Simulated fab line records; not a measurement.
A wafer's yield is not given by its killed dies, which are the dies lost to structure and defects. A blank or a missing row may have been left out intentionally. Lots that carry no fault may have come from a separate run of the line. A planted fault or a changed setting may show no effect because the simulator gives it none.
fab line records    flow nand-harc
[record] lots = 7  wafers = 20  last-day = 32
route steps=1302 shown A_CONTACT@1061 END@1302
lots untouched by any fault: they come from a run of this same line in which no faults occurred
start-h: the number of hours between the record's first day and the start of the first shown wafer of the lot    wait-h: hours since the lot's step before    " as in the row above    L1.1+2: a single row standing in for several wafers    - no value present, or no start provided    * or withheld: withheld    < > ~ a bound
route shown NAME@n: NAME is a module with steps in the file, n the number in the route of the first one    usual: mean/standard deviation of fault-free wafers    same: alike in all rows    chamber/n: place in a boat    sites: the reading at each site    _std_site: standard deviation across them    _edge_site: inner sites' mean taken away from outer sites' mean    radius-mm: for every site, how far away it sits from the centre of the wafer    mask NAME#n: copy n    behind: tool/chamber where the wafer was last shaped    hold: reason for holding the lot/hours on hold/outcome of the hold    device: whichever transistor did not switch (one of n, p or np)    end of line: tests of these same wafers at the route's end    a step without rows: its recipe alone    killed: not the wafer's yield, but the dies lost to structure and defects at the first sort    map: a wafer's dies, x killed, . not, _ none there
set.NAME: the run value of the setting; set.NAME@STEP: its run value at that earlier step    model.NAME: the simulator's own value behind a step, which no gauge read
lots seen at some steps along the route; tables by step, rows by wafer
services: the hour from which a tool's chamber was out of use, counted from the record's first day as start-h (under 0 if before that day), plus the number of hours and why
[[steps]]
[step NHARC_A_CONTACT_STRIP_104]
[recipe] cf4-flow-sccm = 100  chf3-flow-sccm = 30  ar-flow-sccm = 0  bias-w = 0  chemistry = CF4/CHF3
[step NHARC_A_CONTACT_STRIP_105]
[recipe] o2-flow-sccm = 400  cos-flow-sccm = 20  ar-flow-sccm = 0  bias-w = 0  chemistry = O2/COS
[step NHARC_A_CONTACT_ETCH_106]
[recipe] target-depth-a = 900  overetch-a = 90  time-s = 49.5  ion-energy-ev = 100  cf4-flow-sccm = 80  o2-flow-sccm = 20  ar-flow-sccm = 0  rf-w = 300  bias-w = 100  chemistry = CF4/O2
[usual] cf4-flow-sccm = 80.01/0.26  drypump-motor-current-A = 5.7/0.5  oes_f_703_au = 1.001/0.004  oes-product-au = 1.001/0.01  rf-vpp-V = 196.7/1.3  showerhead-plenum-p-Torr = 1.28/0.052  throttle-valve-pct = 13.396/0.0095
lot.wafer  tool         chamber  start-h  wait-h  cf4-flow-sccm  drypump-motor-current-A  oes_f_703_au  oes-product-au  rf-hours-counter-h  rf-vpp-V  showerhead-plenum-p-Torr  throttle-valve-pct
L851.4     rie-diel-13  0        546.95   0.1     80.07          5.0                      1.010         1.001           2                   195.5     1.24                      13.400
L851.2     "            1        "        "       79.99          6.2                      1.002         0.991           3                   194.9     1.24                      13.389
L851.3     "            2        "        "       80.72          6.4                      1.004         0.978           3                   196.2     1.28                      13.388
L855.4     rie-diel-12  0        589.22   0.1     79.91          5.6                      0.995         0.990           50                  197.1     1.34                      13.403
L855.6     "            2        "        "       80.40          6.0                      1.005         0.971           -                   199.2     1.42                      13.387
L855.5     "            3        "        "       80.23          5.1                      1.001         1.002           -                   197.2     1.33                      13.390
L858.4     rie-diel-02  2        602.51   0.0     79.82          5.7                      1.003         0.999           5                   194.8     1.25                      13.386
L858.1     "            1        "        "       80.00          6.0                      0.997         1.018           6                   196.7     1.34                      13.408
L858.5     "            2        "        "       80.26          5.7                      1.000         1.005           -                   195.0     1.25                      13.411
L859.2     rie-diel-13  0        618.26   0.1     80.46          5.0                      1.001         1.001           20                  196.1     1.23                      13.394
L859.4     "            0        "        "       80.24          5.0                      1.002         1.008           -                   196.2     1.23                      13.398
L867.3     rie-diel-02  0        686.06   0.1     80.01          6.0                      1.004         1.004           37                  197.2     1.31                      13.382
L867.2     "            1        "        "       80.06          6.0                      1.009         0.996           37                  197.9     1.33                      13.387
L867.6     "            1        "        "       79.74          6.0                      1.002         1.002           -                   197.2     1.33                      13.412
L868.2     rie-diel-13  0        692.43   0.1     80.04          5.0                      1.003         1.005           36                  195.4     1.23                      13.402
L868.4     "            1        "        "       79.56          6.2                      1.003         1.000           34                  196.9     1.23                      13.390
L868.6     "            0        "        "       80.49          5.0                      1.000         1.004           -                   196.0     1.23                      13.384
L869.3     rie-diel-13  2        710.25   0.1     80.09          6.4                      1.008         1.006           1                   197.0     1.28                      13.404
L869.1     "            0        "        "       80.09          5.0                      1.001         0.994           1                   200.4     1.45                      13.407
L869.6     "            3        "        "       79.96          5.5                      0.994         0.992           -                   196.0     1.26                      13.393
[step NHARC_A_CONTACT_STRIP_82]
[recipe] o2-flow-sccm = 500  ar-flow-sccm = 0  bias-w = 0  chemistry = O2
[usual] drypump-motor-current-A = 5.8/0.51  oes-product-au = 1.001/0.011  rf-vpp-V = 57.5/0.96  showerhead-plenum-p-Torr = 3.39/0.13  throttle-valve-pct = 17.035/0.0097
lot.wafer  tool         chamber  start-h  wait-h  drypump-motor-current-A  oes-product-au  rf-hours-counter-h  rf-vpp-V  showerhead-plenum-p-Torr  throttle-valve-pct
L851.2     rie-diel-13  2        -        -       6.4                      0.994           3                   56.9      3.40                      17.035
L851.3     "            3        "        "       5.5                      1.006           2                   56.7      3.37                      17.049
L851.4     "            1        "        "       6.2                      0.998           3                   56.9      3.28                      17.044
L855.4     rie-diel-12  3        -        -       5.1                      1.007           50                  57.8      3.52                      17.024
L855.5     "            0        "        "       5.5                      1.003           -                   56.9      3.53                      17.024
L855.6     "            1        "        "       5.6                      1.000           -                   56.7      3.33                      17.018
L858.1     rie-diel-02  0        -        -       6.1                      0.997           5                   58.6      3.48                      17.034
L858.4     "            1        "        "       6.1                      1.008           6                   56.1      3.53                      17.054
L858.5     "            1        "        "       6.0                      1.010           -                   57.1      3.53                      17.034
L859.2     rie-diel-13  0        -        -       5.0                      1.006           20                  55.1      3.27                      17.047
L859.4     "            2        "        "       6.4                      1.000           -                   58.0      3.39                      17.034
L867.2     rie-diel-02  2        -        -       5.7                      0.987           37                  57.5      3.29                      17.029
L867.3     "            3        "        "       5.2                      1.035           36                  57.1      3.29                      17.026
L867.6     "            0        "        "       6.1                      0.994           -                   56.8      3.46                      17.050
L868.2     rie-diel-13  2        -        -       6.4                      0.981           35                  57.6      3.38                      17.031
L868.4     "            3        "        "       5.5                      0.985           32                  57.5      3.35                      17.052
L868.6     "            0        "        "       5.1                      1.018           -                   56.8      3.27                      17.056
L869.1     rie-diel-13  0        -        -       5.0                      0.996           1                   59.3      3.81                      17.027
L869.3     "            1        "        "       6.3                      1.006           1                   59.0      3.81                      17.045
L869.6     "            0        "        "       5.0                      0.999           -                   59.0      3.81                      17.029
[step NHARC_A_CONTACT_STRIP_83]
[recipe] time-s = 600  temp-c = 30  chemistry = post-etch-residue-remover
[step NHARC_A_CONTACT_DEP_84]
[recipe] target-thk-a = 28000  temp-c = 400  material = aC
[usual] throttle-valve-pct = 34.998/0.0088
lot.wafer  tool        chamber  start-h  wait-h  throttle-valve-pct
L851.2     acl-dep-01  0        548.94   -       34.998
L851.3     "           0        "        "       35.001
L851.4     "           0        "        "       35.005
L855.4     acl-dep-02  0        590.73   -       35.017
L855.5     "           0        "        "       35.005
L855.6     "           0        "        "       34.996
L858.1     acl-dep-03  0        603.18   -       35.002
L858.4     "           0        "        "       35.000
L858.5     "           0        "        "       34.989
L859.2     acl-dep-02  0        621.74   -       35.000
L859.4     "           0        "        "       35.002
L867.2     acl-dep-02  0        687.01   -       34.975
L867.3     "           0        "        "       34.994
L867.6     "           0        "        "       35.007
L868.2     acl-dep-01  0        693.58   -       34.993
L868.4     "           0        "        "       35.001
L868.6     "           0        "        "       35.004
L869.1     acl-dep-01  0        712.51   -       35.007
L869.3     "           0        "        "       34.997
L869.6     "           0        "        "       35.011
[step NHARC_A_CONTACT_DEP_85]
[recipe] target-thk-a = 600  target-thk-nm = 60  temp-c = 400  pressure-torr = 3.5  flow-sccm = 200  rf-w = 350  material = SiON
[usual] heater-power-w = 741/100
lot.wafer  tool      chamber  start-h  wait-h  heater-power-w
L851.3     pecvd-02  1        550.67   1.2     907
L851.2     "         2        "        "       800
L851.4     "         0        "        "       858
L855.6     pecvd-01  0        591.73   0.1     682
L855.4     "         1        "        "       764
L855.5     "         2        "        "       622
L858.1     pecvd-01  1        604.97   1.5     886
L858.5     "         0        "        "       638
L858.4     "         2        "        "       675
L859.2     pecvd-01  0        623.20   1.2     694
L859.4     "         0        "        "       686
L867.2     pecvd-04  0        688.47   1.2     729
L867.3     "         1        "        "       653
L867.6     "         2        "        "       670
L868.2     pecvd-01  0        695.08   1.2     652
L868.4     "         1        "        "       733
L868.6     "         0        "        "       644
L869.1     pecvd-01  2        714.25   1.4     595
L869.3     "         1        "        "       804
L869.6     "         1        "        "       795
[step NHARC_A_CONTACT_DEHYDRATE_00]
[recipe] temp-c = 150  time-s = 120
[step NHARC_A_CONTACT_HMDS_01]
[recipe] time-s = 30
[step NHARC_A_CONTACT_COAT_86]
[recipe] temp-c = 260  time-s = 75
[step NHARC_A_CONTACT_COAT_87]
[recipe] temp-c = 225  time-s = 65
[step NHARC_A_CONTACT_COAT_02]
[recipe] spin-rpm = 1500  resist-thk-nm = 90
[step NHARC_A_CONTACT_SOFTBAKE_03]
[recipe] temp-c = 105  time-s = 55
[usual] heater-power-total-W = 188.46/0.15
lot.wafer  tool            chamber  start-h  wait-h  heater-power-total-W
L851.2     litho-track-04  0        550      -       188.40
L851.3     "               0        "        "       188.70
L851.4     "               0        "        "       188.28
L855.4     litho-track-04  0        591      -       323.15
L855.5     "               0        "        "       188.71
L855.6     "               0        "        "       188.50
L858.1     litho-track-04  0        605      -       322.99
L858.4     "               0        "        "       323.18
L858.5     "               0        "        "       188.75
L859.2     litho-track-04  0        623      -       188.36
L859.4     "               0        "        "       323.11
L867.2     litho-track-01  0        688      -       188.40
L867.3     "               0        "        "       188.57
L867.6     "               0        "        "       188.73
L868.2     litho-track-06  0        695      -       188.33
L868.4     "               0        "        "       188.38
L868.6     "               0        "        "       188.82
L869.1     litho-track-04  0        714      -       188.52
L869.3     "               0        "        "       188.64
L869.6     "               0        "        "       188.28
[step NHARC_A_CONTACT_EBR_04]
[step NHARC_END_SORT_01]
[recipe] temp-c = 25
[usual] killed-at-array = 52/18  killed-at-other = 1.0/1.4  killed-at-periphery = 3.1/2.3  killed-dies = 56/17  killed-open = 3.0/1.7  killed-short = 2.5/1.7
[same] gross-dies = 677
lot.wafer  tool       chamber  start-h  wait-h  killed-at-array  killed-at-other  killed-at-periphery  killed-dies  killed-open  killed-short
L855.4     prober-02  0        647.00   3.4     29               0                2                    31           1            2
L855.5     prober-02  0        647.79   3.7     24               0                5                    29           4            1
L855.6     prober-02  0        648.59   4.0     26               1                7                    34           3            2
L858.1     prober-01  0        657.89   2.5     63               2                0                    65           3            5
L858.4     prober-01  0        660.31   3.4     50               0                4                    54           8            3
L858.5     prober-01  0        661.12   3.7     64               1                3                    68           4            5
L859.2     prober-02  0        677.74   2.8     26               3                7                    36           6            4
L859.4     prober-02  0        679.35   3.4     27               3                1                    31           2            4
L867.2     prober-02  0        739.21   2.8     42               2                6                    50           2            1
L867.3     prober-02  0        740.02   3.1     52               1                13                   66           1            2
L867.6     prober-02  0        742.46   4.1     47               2                3                    52           2            2
L869.1     prober-02  0        772.49   2.5     48               0                2                    50           2            5
L869.3     prober-02  0        774.10   3.1     49               1                2                    52           2            5
L869.6     prober-02  0        776.51   4.0     41               0                4                    45           2            1
// killed by level:class
L855.4 A_CHANNEL_HOLE_D1:chamber-film-flake=8 A_CHANNEL_HOLE_D2:chamber-film-flake=8 A_WL_FILL:chamber-film-flake=4 A_DECK1_JOINT:chamber-film-flake=3 P_GATE:chamber-film-flake=2 A_ONON_D1:geometric-particle:open=1 A_ONON_D1:geometric-particle:short=1 A_CHANNEL_FILL_D2:geometric-particle:short=1
L855.5 A_CHANNEL_HOLE_D2:chamber-film-flake=8 P_GATE:chamber-film-flake=3 A_WL_FILL:chamber-film-flake=3 A_CONTACT:chamber-film-flake=3 A_M0:geometric-particle:open=2 A_CHANNEL_HOLE_D1:chamber-film-flake=2 P_CONTACT:geometric-particle:open=1 A_CHANNEL_FILL_D1:geometric-particle:short=1
L855.6 A_CHANNEL_HOLE_D2:chamber-film-flake=11 A_DECK1_JOINT:chamber-film-flake=5 P_GATE:chamber-film-flake=4 P_BONDPAD:chamber-film-flake=2 A_SLIT:chamber-film-flake=2 A_WL_FILL:chamber-film-flake=2 A_SOURCE_PLATE:geometric-particle:open=1 A_SGD_CUT:geometric-particle:short=1
L858.1 A_SLIT:chamber-film-flake=23 A_CHANNEL_HOLE_D2:chamber-film-flake=20 A_CHANNEL_HOLE_D1:chamber-film-flake=4 A_STAIRCASE:chamber-film-flake=3 A_CHANNEL_FILL_D2:chamber-film-flake=2 THIN_TSV:chamber-film-flake=2 A_DECK1_JOINT:geometric-particle:open=1 A_DECK1_JOINT:geometric-particle:short=1
L858.4 A_SLIT:chamber-film-flake=23 A_CHANNEL_HOLE_D2:chamber-film-flake=11 A_STAIRCASE:chamber-film-flake=6 P_CONTACT:geometric-particle:open=2 P_M0:geometric-particle:short=1 P_M0:geometric-particle:open=1 A_CHANNEL_HOLE_D1:geometric-particle:open=1 A_CHANNEL_FILL_D1:geometric-particle:open=1
L858.5 A_SLIT:chamber-film-flake=32 A_CHANNEL_HOLE_D2:chamber-film-flake=14 A_CHANNEL_HOLE_D1:chamber-film-flake=4 A_CHANNEL_FILL_D1:chamber-film-flake=3 A_STAIRCASE:chamber-film-flake=3 P_CONTACT:geometric-particle:short=1 P_M0:geometric-particle:open=1 P_M1:geometric-particle:open=1
L859.2 A_CHANNEL_HOLE_D1:chamber-film-flake=7 P_GATE:chamber-film-flake=3 THIN_TSV:chamber-film-flake=3 P_CONTACT:chamber-film-flake=2 A_CHANNEL_FILL_D2:chamber-film-flake=2 A_STAIRCASE:chamber-film-flake=2 A_SLIT:chamber-film-flake=2 A_WL_FILL:chamber-film-flake=2
L859.4 A_CHANNEL_HOLE_D1:chamber-film-flake=8 THIN_TSV:chamber-film-flake=3 A_CHANNEL_FILL_D2:geometric-particle:short=2 A_CHANNEL_HOLE_D2:chamber-film-flake=2 A_STAIRCASE:chamber-film-flake=2 A_SLIT:chamber-film-flake=2 A_CONTACT:chamber-film-flake=2 A_ONON_D1:geometric-particle:open=1
L867.2 A_CHANNEL_HOLE_D1:chamber-film-flake=22 A_SLIT:chamber-film-flake=6 A_CONTACT:chamber-film-flake=5 P_CONTACT:chamber-film-flake=3 A_BONDPAD:chamber-film-flake=3 A_CHANNEL_FILL_D1:geometric-particle:open=2 P_M2:chamber-film-flake=2 THIN_TSV:chamber-film-flake=2
L867.3 A_CHANNEL_HOLE_D1:chamber-film-flake=33 P_M2:chamber-film-flake=5 A_SLIT:chamber-film-flake=5 A_CONTACT:chamber-film-flake=5 P_CONTACT:chamber-film-flake=4 A_WL_FILL:chamber-film-flake=4 P_ZERO_WELL:chamber-film-flake=2 P_CONTACT:geometric-particle:short=1
L867.6 A_CHANNEL_HOLE_D1:chamber-film-flake=26 A_CONTACT:chamber-film-flake=6 A_CHANNEL_HOLE_D2:chamber-film-flake=5 A_SLIT:chamber-film-flake=3 A_M0:geometric-particle:open=2 A_WL_FILL:chamber-film-flake=2 THIN_TSV:chamber-film-flake=2 A_ONON_D1:geometric-particle:short=1
L869.1 A_SLIT:chamber-film-flake=27 A_CONTACT:chamber-film-flake=8 A_STAIRCASE:chamber-film-flake=3 A_CHANNEL_HOLE_D1:chamber-film-flake=2 P_M0:geometric-particle:short=1 A_CHANNEL_FILL_D1:geometric-particle:open=1 A_CHANNEL_FILL_D1:geometric-particle:short=1 A_DECK1_JOINT:geometric-particle:short=1
L869.3 A_SLIT:chamber-film-flake=26 A_CONTACT:chamber-film-flake=8 A_ONON_D1:geometric-particle:short=2 A_WL_FILL:geometric-particle:short=2 A_DECK1_JOINT:chamber-film-flake=2 A_CHANNEL_HOLE_D2:chamber-film-flake=2 A_STAIRCASE:chamber-film-flake=2 A_ONON_D1:geometric-particle:open=1
L869.6 A_SLIT:chamber-film-flake=29 A_CONTACT:chamber-film-flake=5 P_STI:chamber-film-flake=4 A_DECK1_JOINT:geometric-particle:open=1 A_ONON_D2:geometric-particle:open=1 A_M0:geometric-particle:short=1 A_DECK1_JOINT:chamber-film-flake=1 A_CHANNEL_FILL_D2:chamber-film-flake=1
[[services]]
tool            chamber  start-h  hours  kind
rie-diel-13     0        528.03   -      clean
rie-diel-13     1        528.03   -      clean
rie-diel-13     2        528.03   -      clean
rie-diel-13     3        528.03   -      clean
litho-track-06  -        529.00   7.0    pm
rie-diel-13     -        540.47   0.6    repair
acl-dep-01      -        552.21   13.0   pm
litho-track-04  -        553.00   7.0    pm
pecvd-04        -        575.74   1.2    repair
pecvd-02        -        589.38   13.0   pm
pecvd-04        -        596.02   11.9   repair
acl-dep-02      -        608.45   13.0   pm
rie-diel-13     1        608.78   9.6    repair
rie-diel-12     -        617.72   0.5    repair
rie-diel-12     -        623.70   9.0    pm
pecvd-04        -        631.15   13.0   pm
acl-dep-03      -        668.73   13.0   pm
pecvd-01        -        673.00   13.0   pm
litho-track-01  -        680.00   7.0    pm
rie-diel-13     -        696.17   9.0    pm
rie-diel-12     2        702.20   9.0    repair
litho-track-06  -        704.00   7.0    pm
rie-diel-02     0        706.35   13.2   repair
pecvd-01        0        706.46   5.2    repair
[[key]]
[first-sign] step = NHARC_A_CONTACT_SOFTBAKE_03  reading = heater-power-total-W  direction = up  sigmas = 99+  usual = *  struck = *
effect none on later readings
met-at NHARC_A_CONTACT_SOFTBAKE_03
struck-wafers L855.4,L858.1,L858.4,L859.4
tester-left-out L855,L858,L859
onset-between 550 591
[fault] kind = process-parameter-drift  tool = litho-track-04  chamber = -  onset-h = 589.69  steps = NHARC_A_CONTACT_SOFTBAKE_03  channel = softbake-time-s  offset = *  shape = step  end-h = 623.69  scope = struck-wafers-only  acts-in = *  stated = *
// tester-left-out: of these lots the tester's yield and bins aren't shown, on N5 and GAA mostly nor the transistor test; their killed dies are dies lost to structure and defects alone, not to doping, threshold or leakage, so they don't give the yield
